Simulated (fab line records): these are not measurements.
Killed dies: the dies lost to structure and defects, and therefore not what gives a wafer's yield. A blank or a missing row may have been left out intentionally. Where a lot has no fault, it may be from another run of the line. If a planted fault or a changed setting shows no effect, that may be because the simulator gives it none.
Which tool did it? || flow n5Finfet || 10 lots, 26 wafers sampled, at 6 steps of a route of 1938

## WHAT THE GAUGES READ, wafer by wafer
N5_BEOL_M4_RC_MEAS_101.
{"lot": "L901", "measured": "day 8 21:14", "on": "prober-01", "DIBL_N (mV/V)": "33.9 32.7 35.4", "DIBL_P (mV/V)": "33.3 31.5 35.5", "IOFF_N (nA/um)": "0.14 0.12 0.15", "IOFF_P (nA/um)": "0.19 0.17 0.21", "ION_N (uA/um)": "673 665 683", "ION_P (uA/um)": "461 459 467", "SS_N (mV/dec)": "71.0 70.9 70.4", "SS_P (mV/dec)": "73.1 72.2 72.8", "VT_N (mV)": "248 252 249", "VT_P (mV)": "-250 -253 -249"}
{"lot": "L907", "measured": "day 9 22:29", "on": "prober-01", "DIBL_N (mV/V)": "34.2 36.1", "DIBL_P (mV/V)": "34.3 35.9", "IOFF_N (nA/um)": "0.13 0.17", "IOFF_P (nA/um)": "0.19 0.21", "ION_N (uA/um)": "670 683", "ION_P (uA/um)": "454 465", "SS_N (mV/dec)": "71.1 72.0", "SS_P (mV/dec)": "73.6 73.6", "VT_N (mV)": "251 249", "VT_P (mV)": "-250 -251"}
{"lot": "L909", "measured": "day 10 14:33", "on": "prober-01", "DIBL_N (mV/V)": "35.2 36.2 35.6", "DIBL_P (mV/V)": "36.6 37.4 35.9", "IOFF_N (nA/um)": "0.13 0.15 0.14", "IOFF_P (nA/um)": "0.20 0.22 0.18", "ION_N (uA/um)": "650 667 665", "ION_P (uA/um)": "455 455 458", "SS_N (mV/dec)": "71.3 71.1 71.6", "SS_P (mV/dec)": "74.1 72.5 73.0", "VT_N (mV)": "254 251 254", "VT_P (mV)": "-251 -250 -254"}
{"lot": "L911", "measured": "day 11 10:43", "on": "prober-01", "DIBL_N (mV/V)": "33.8 33.5", "DIBL_P (mV/V)": "34.2 33.8", "IOFF_N (nA/um)": "0.14 0.14", "IOFF_P (nA/um)": "0.20 0.19", "ION_N (uA/um)": "687 684", "ION_P (uA/um)": "469 473", "SS_N (mV/dec)": "71.0 70.9", "SS_P (mV/dec)": "72.1 73.0", "VT_N (mV)": "248 249", "VT_P (mV)": "-251 -251"}
{"lot": "L914", "measured": "day 11 20:20", "on": "prober-02", "DIBL_N (mV/V)": "36.4 35.0 39.0", "DIBL_P (mV/V)": "36.9 34.7 40.1", "IOFF_N (nA/um)": "0.16 0.14 0.22", "IOFF_P (nA/um)": "0.22 0.18 0.26", "ION_N (uA/um)": "679 657 684", "ION_P (uA/um)": "467 456 472", "SS_N (mV/dec)": "71.7 71.7 71.9", "SS_P (mV/dec)": "73.8 72.3 74.4", "VT_N (mV)": "252 252 246", "VT_P (mV)": "-250 -252 -248"}
{"lot": "L918", "measured": "day 12 16:13", "on": "prober-02", "DIBL_N (mV/V)": "39.7 36.6", "DIBL_P (mV/V)": "41.2 37.7", "IOFF_N (nA/um)": "0.23 0.15", "IOFF_P (nA/um)": "0.28 0.22", "ION_N (uA/um)": "703 672", "ION_P (uA/um)": "477 469", "SS_N (mV/dec)": "72.0 71.9", "SS_P (mV/dec)": "73.9 73.8", "VT_N (mV)": "244 249", "VT_P (mV)": "-247 -250"}
{"lot": "L919", "measured": "day 12 19:34", "on": "prober-02", "DIBL_N (mV/V)": "34.7 36.7 34.3", "DIBL_P (mV/V)": "37.0 39.3 35.5", "IOFF_N (nA/um)": "0.15 0.20 0.14", "IOFF_P (nA/um)": "0.19 0.22 0.16", "ION_N (uA/um)": "681 691 679", "ION_P (uA/um)": "464 467 456", "SS_N (mV/dec)": "71.3 71.7 71.2", "SS_P (mV/dec)": "73.2 73.9 72.3", "VT_N (mV)": "246 244 250", "VT_P (mV)": "-253 -252 -255"}
{"lot": "L921", "measured": "day 14 01:46", "on": "prober-01", "DIBL_N (mV/V)": "37.9 38.5 37.8", "DIBL_P (mV/V)": "36.6 37.6 37.1", "IOFF_N (nA/um)": "0.17 0.20 0.19", "IOFF_P (nA/um)": "0.21 0.24 0.22", "ION_N (uA/um)": "691 696 703", "ION_P (uA/um)": "463 469 470", "SS_N (mV/dec)": "71.6 71.7 71.1", "SS_P (mV/dec)": "73.4 74.8 73.7", "VT_N (mV)": "248 245 245", "VT_P (mV)": "-250 -247 -249"}
{"lot": "L923", "measured": "day 14 04:23", "on": "prober-01", "DIBL_N (mV/V)": "37.0 36.6 38.6", "DIBL_P (mV/V)": "37.6 37.2 39.7", "IOFF_N (nA/um)": "0.16 0.17 0.20", "IOFF_P (nA/um)": "0.22 0.22 0.27", "ION_N (uA/um)": "687 683 688", "ION_P (uA/um)": "469 462 470", "SS_N (mV/dec)": "71.7 71.3 72.0", "SS_P (mV/dec)": "73.4 73.8 74.9", "VT_N (mV)": "250 247 245", "VT_P (mV)": "-251 -252 -249"}
{"lot": "L922", "measured": "day 14 09:19", "on": "prober-02", "DIBL_N (mV/V)": "40.8 36.5", "DIBL_P (mV/V)": "43.6 37.9", "IOFF_N (nA/um)": "0.28 0.16", "IOFF_P (nA/um)": "0.32 0.22", "ION_N (uA/um)": "701 672", "ION_P (uA/um)": "481 462", "SS_N (mV/dec)": "72.3 72.2", "SS_P (mV/dec)": "74.5 72.9", "VT_N (mV)": "241 253", "VT_P (mV)": "-247 -250"}

## EACH LOT AND THE TOOL THAT RAN IT (in order: tool; ch and the chambers of the sampled wafers; start)
{"lot": "L901", "N5_BEOL_M0_ETCH_109": "rieDiel-05 ch 0,1,2, day 7 00:32", "N5_BEOL_M0_DEGAS_112": "pvdSputter-02, day 7 00:42", "N5_BEOL_M0_PRE_CLEAN_113": "pvdSputter-02, day 7 00:44", "N5_BEOL_M0_ALD_136": "aldMetal-03 ch 1,2,3, day 7 00:49", "N5_BEOL_M0_CMP_120": "cmp-04 ch 1,2,3, day 7 06:23"}
{"lot": "L907", "N5_BEOL_M0_ETCH_109": "rieDiel-05 ch 0,1, day 7 19:44", "N5_BEOL_M0_DEGAS_112": "pvdSputter-03, day 7 20:46", "N5_BEOL_M0_PRE_CLEAN_113": "pvdSputter-03, day 7 20:48", "N5_BEOL_M0_ALD_136": "aldMetal-03 ch 0,1, day 7 20:56", "N5_BEOL_M0_CMP_120": "cmp-03 ch 1,2, day 7 22:17"}
{"lot": "L909", "N5_BEOL_M0_ETCH_109": "rieDiel-05 ch 0,2,3, day 8 04:51", "N5_BEOL_M0_DEGAS_112": "pvdSputter-01, day 8 05:25", "N5_BEOL_M0_PRE_CLEAN_113": "pvdSputter-01, day 8 05:27", "N5_BEOL_M0_ALD_136": "aldMetal-03 ch 1,2,3, day 8 05:33", "N5_BEOL_M0_CMP_120": "cmp-03 ch 1,2,3, day 8 07:21"}
{"lot": "L911", "N5_BEOL_M0_ETCH_109": "rieDiel-06 ch 0,2, day 8 22:15", "N5_BEOL_M0_DEGAS_112": "pvdSputter-01, day 8 22:34", "N5_BEOL_M0_PRE_CLEAN_113": "pvdSputter-01, day 8 22:37", "N5_BEOL_M0_ALD_136": "aldMetal-02 ch 0,2, day 8 22:46", "N5_BEOL_M0_CMP_120": "cmp-04 ch 3, day 9 01:54"}
{"lot": "L914", "N5_BEOL_M0_ETCH_109": "rieDiel-06 ch 0,1,3, day 9 07:31", "N5_BEOL_M0_DEGAS_112": "pvdSputter-02, day 9 08:02", "N5_BEOL_M0_PRE_CLEAN_113": "pvdSputter-02, day 9 08:04", "N5_BEOL_M0_ALD_136": "aldMetal-03 ch 0,1,2, day 9 08:17", "N5_BEOL_M0_CMP_120": "cmp-04 ch 0,1,3, day 9 11:37"}
{"lot": "L918", "N5_BEOL_M0_ETCH_109": "rieDiel-06 ch 1, day 10 13:37", "N5_BEOL_M0_DEGAS_112": "pvdSputter-01, day 10 14:10", "N5_BEOL_M0_PRE_CLEAN_113": "pvdSputter-01, day 10 14:12", "N5_BEOL_M0_ALD_136": "aldMetal-03 ch 1,3, day 10 14:16", "N5_BEOL_M0_CMP_120": "cmp-04 ch 2,3, day 10 16:44"}
{"lot": "L919", "N5_BEOL_M0_ETCH_109": "rieDiel-06 ch 0,1, day 10 17:22", "N5_BEOL_M0_DEGAS_112": "pvdSputter-02, day 10 17:35", "N5_BEOL_M0_PRE_CLEAN_113": "pvdSputter-02, day 10 17:37", "N5_BEOL_M0_ALD_136": "aldMetal-03 ch 1,3, day 10 17:42", "N5_BEOL_M0_CMP_120": "cmp-04 ch 2,3, day 10 20:44"}
{"lot": "L921", "N5_BEOL_M0_ETCH_109": "rieDiel-06 ch 0,1,2, day 11 07:50", "N5_BEOL_M0_DEGAS_112": "pvdSputter-03, day 11 09:48", "N5_BEOL_M0_PRE_CLEAN_113": "pvdSputter-03, day 11 09:50", "N5_BEOL_M0_ALD_136": "aldMetal-02 ch 0,2, day 11 09:54", "N5_BEOL_M0_CMP_120": "cmp-03 ch 0,2, day 11 14:26"}
{"lot": "L923", "N5_BEOL_M0_ETCH_109": "rieDiel-05 ch 1,2, day 11 17:50", "N5_BEOL_M0_DEGAS_112": "pvdSputter-02, day 11 18:13", "N5_BEOL_M0_PRE_CLEAN_113": "pvdSputter-02, day 11 18:15", "N5_BEOL_M0_ALD_136": "aldMetal-02 ch 0,2, day 11 18:20", "N5_BEOL_M0_CMP_120": "cmp-03 ch 0,1,2, day 11 19:54"}
{"lot": "L922", "N5_BEOL_M0_ETCH_109": "rieDiel-05 ch 0,2, day 12 00:21", "N5_BEOL_M0_DEGAS_112": "pvdSputter-01, day 12 02:30", "N5_BEOL_M0_PRE_CLEAN_113": "pvdSputter-01, day 12 02:32", "N5_BEOL_M0_ALD_136": "aldMetal-01 ch 1, day 12 02:36", "N5_BEOL_M0_CMP_120": "cmp-02 ch 0,1, day 12 03:57"}
- N5_BEOL_M0_ETCH_109: etches SiCN in CH3F/O2, target depth 8 nm, overetch 2.4 nm, time 27.4 s.
- N5_BEOL_M0_DEGAS_112: time 60 s.
- N5_BEOL_M0_PRE_CLEAN_113: time 30 s.
- N5_BEOL_M0_ALD_136: deposits TaN, pulse time 2 s, purge time 3 s, co reactant purge time 2 s.
- N5_BEOL_M0_CMP_120: polishes, stops on SiOC, t overpolish 6.9 s.

## WHAT THE TOOLS THEMSELVES READ (means of the sampled wafers that have a number; where no wafer has one, the mark that the record gives instead)
N5_BEOL_M0_ETCH_109.
{"lot": "L901", "tool": "rieDiel-05", "drypumpMotorCurrentA (A)": 5.8, "oesProductAu (a.u.)": 0.75, "rfVppV (V)": 297.9, "showerheadPlenumPTorr (Torr)": 1.97, "throttleValvePct (%)": 16.16}
{"lot": "L907", "tool": "rieDiel-05", "drypumpMotorCurrentA (A)": 5.8, "oesProductAu (a.u.)": 0.73, "rfVppV (V)": 297.0, "showerheadPlenumPTorr (Torr)": 1.98, "throttleValvePct (%)": 16.11}
{"lot": "L909", "tool": "rieDiel-05", "drypumpMotorCurrentA (A)": 5.9, "oesProductAu (a.u.)": 0.66, "rfVppV (V)": 297.3, "showerheadPlenumPTorr (Torr)": 2.01, "throttleValvePct (%)": 16.29}
{"lot": "L911", "tool": "rieDiel-06", "drypumpMotorCurrentA (A)": 5.2, "oesProductAu (a.u.)": 0.69, "rfVppV (V)": 298.2, "showerheadPlenumPTorr (Torr)": 2.04, "throttleValvePct (%)": 16.26}
{"lot": "L914", "tool": "rieDiel-06", "drypumpMotorCurrentA (A)": 5.5, "oesProductAu (a.u.)": 0.68, "rfVppV (V)": 297.7, "showerheadPlenumPTorr (Torr)": 1.98, "throttleValvePct (%)": 16.36}
{"lot": "L918", "tool": "rieDiel-06", "drypumpMotorCurrentA (A)": 6.2, "oesProductAu (a.u.)": 0.59, "rfVppV (V)": 294.9, "showerheadPlenumPTorr (Torr)": 1.90, "throttleValvePct (%)": 16.45}
{"lot": "L919", "tool": "rieDiel-06", "drypumpMotorCurrentA (A)": 5.6, "oesProductAu (a.u.)": 0.62, "rfVppV (V)": 296.5, "showerheadPlenumPTorr (Torr)": 1.96, "throttleValvePct (%)": 16.47}
{"lot": "L921", "tool": "rieDiel-06", "drypumpMotorCurrentA (A)": 5.6, "oesProductAu (a.u.)": 0.64, "rfVppV (V)": 296.5, "showerheadPlenumPTorr (Torr)": 1.99, "throttleValvePct (%)": 16.34}
{"lot": "L923", "tool": "rieDiel-05", "drypumpMotorCurrentA (A)": 5.8, "oesProductAu (a.u.)": 0.70, "rfVppV (V)": 295.6, "showerheadPlenumPTorr (Torr)": 1.93, "throttleValvePct (%)": 16.34}
{"lot": "L922", "tool": "rieDiel-05", "drypumpMotorCurrentA (A)": 5.8, "oesProductAu (a.u.)": 0.68, "rfVppV (V)": 296.4, "showerheadPlenumPTorr (Torr)": 1.98, "throttleValvePct (%)": 16.23}

N5_BEOL_M0_DEGAS_112.
{"lot": "L901", "tool": "pvdSputter-02", "heaterPowerW (W)": 334}
{"lot": "L907", "tool": "pvdSputter-03", "heaterPowerW (W)": 304}
{"lot": "L909", "tool": "pvdSputter-01", "heaterPowerW (W)": 328}
{"lot": "L911", "tool": "pvdSputter-01", "heaterPowerW (W)": 324}
{"lot": "L914", "tool": "pvdSputter-02", "heaterPowerW (W)": 298}
{"lot": "L918", "tool": "pvdSputter-01", "heaterPowerW (W)": 321}
{"lot": "L919", "tool": "pvdSputter-02", "heaterPowerW (W)": 311}
{"lot": "L921", "tool": "pvdSputter-03", "heaterPowerW (W)": 324}
{"lot": "L923", "tool": "pvdSputter-02", "heaterPowerW (W)": 308}
{"lot": "L922", "tool": "pvdSputter-01", "heaterPowerW (W)": 325}

N5_BEOL_M0_PRE_CLEAN_113.
{"lot": "L901", "tool": "pvdSputter-02", "heaterPowerW (W)": 335}
{"lot": "L907", "tool": "pvdSputter-03", "heaterPowerW (W)": 306}
{"lot": "L909", "tool": "pvdSputter-01", "heaterPowerW (W)": 324}
{"lot": "L911", "tool": "pvdSputter-01", "heaterPowerW (W)": 316}
{"lot": "L914", "tool": "pvdSputter-02", "heaterPowerW (W)": 294}
{"lot": "L918", "tool": "pvdSputter-01", "heaterPowerW (W)": 320}
{"lot": "L919", "tool": "pvdSputter-02", "heaterPowerW (W)": 317}
{"lot": "L921", "tool": "pvdSputter-03", "heaterPowerW (W)": 330}
{"lot": "L923", "tool": "pvdSputter-02", "heaterPowerW (W)": 318}
{"lot": "L922", "tool": "pvdSputter-01", "heaterPowerW (W)": 323}

N5_BEOL_M0_ALD_136.
{"lot": "L901", "tool": "aldMetal-03", "heaterPowerW (W)": 435, "mfcCarrierSccm (sccm)": 1499}
{"lot": "L907", "tool": "aldMetal-03", "heaterPowerW (W)": 413, "mfcCarrierSccm (sccm)": 1498}
{"lot": "L909", "tool": "aldMetal-03", "heaterPowerW (W)": 441, "mfcCarrierSccm (sccm)": 1499}
{"lot": "L911", "tool": "aldMetal-02", "heaterPowerW (W)": 380, "mfcCarrierSccm (sccm)": 1497}
{"lot": "L914", "tool": "aldMetal-03", "heaterPowerW (W)": 404, "mfcCarrierSccm (sccm)": 1501}
{"lot": "L918", "tool": "aldMetal-03", "heaterPowerW (W)": 464, "mfcCarrierSccm (sccm)": 1499}
{"lot": "L919", "tool": "aldMetal-03", "heaterPowerW (W)": 474, "mfcCarrierSccm (sccm)": 1499}
{"lot": "L921", "tool": "aldMetal-02", "heaterPowerW (W)": 371, "mfcCarrierSccm (sccm)": 1501}
{"lot": "L923", "tool": "aldMetal-02", "heaterPowerW (W)": 410, "mfcCarrierSccm (sccm)": 1501}
{"lot": "L922", "tool": "aldMetal-01", "heaterPowerW (W)": 418, "mfcCarrierSccm (sccm)": 1497}

N5_BEOL_M0_CMP_120.
{"lot": "L901", "tool": "cmp-04", "barrierFieldEndpointS (s)": 3.61, "motorCurrentA (A)": 6.0, "platenRpm (rpm)": 50.01}
{"lot": "L907", "tool": "cmp-03", "barrierFieldEndpointS (s)": 3.58, "motorCurrentA (A)": 5.6, "platenRpm (rpm)": 50.02}
{"lot": "L909", "tool": "cmp-03", "barrierFieldEndpointS (s)": 3.69, "motorCurrentA (A)": 5.7, "platenRpm (rpm)": 50.02}
{"lot": "L911", "tool": "cmp-04", "barrierFieldEndpointS (s)": 3.63, "motorCurrentA (A)": 6.0, "platenRpm (rpm)": 50.02}
{"lot": "L914", "tool": "cmp-04", "barrierFieldEndpointS (s)": 3.96, "motorCurrentA (A)": 6.3, "platenRpm (rpm)": 50.00}
{"lot": "L918", "tool": "cmp-04", "barrierFieldEndpointS (s)": 4.04, "motorCurrentA (A)": 5.8, "platenRpm (rpm)": 50.01}
{"lot": "L919", "tool": "cmp-04", "barrierFieldEndpointS (s)": 3.81, "motorCurrentA (A)": 5.7, "platenRpm (rpm)": 50.02}
{"lot": "L921", "tool": "cmp-03", "barrierFieldEndpointS (s)": 3.65, "motorCurrentA (A)": 5.6, "platenRpm (rpm)": 50.01}
{"lot": "L923", "tool": "cmp-03", "barrierFieldEndpointS (s)": 3.69, "motorCurrentA (A)": 5.4, "platenRpm (rpm)": 50.01}
{"lot": "L922", "tool": "cmp-02", "barrierFieldEndpointS (s)": 3.51, "motorCurrentA (A)": 5.6, "platenRpm (rpm)": 50.03}

## THE ANSWER, worked out from the rows above alone
Rule: what is usual is taken from the lots themselves. The widest of any qualifying gaps counts: lots, ordered by their means at a reading, are off when they make up no more than a third of the lots, leave a main group of 4 or more, and stand apart from it by 3 or more times the standard deviation of that group's means. The tables above print the reading to a certain number of digits; a main group whose means all agree to those digits is not used. Also off: a lot with no number at a reading for which 4 or more lots have one. The other lots that the step has rows for count as sound. First the gauges in route order, then the tools' own readings, where a lot's mean is used as printed above. The first step at which some lot is off is used, and at that step the reading that is off furthest; a lot without a number counts as furthest.
No lot is off on any of the readings shown, so nothing can be concluded from this.

## WHAT THE SIMULATOR HAD INSERTED
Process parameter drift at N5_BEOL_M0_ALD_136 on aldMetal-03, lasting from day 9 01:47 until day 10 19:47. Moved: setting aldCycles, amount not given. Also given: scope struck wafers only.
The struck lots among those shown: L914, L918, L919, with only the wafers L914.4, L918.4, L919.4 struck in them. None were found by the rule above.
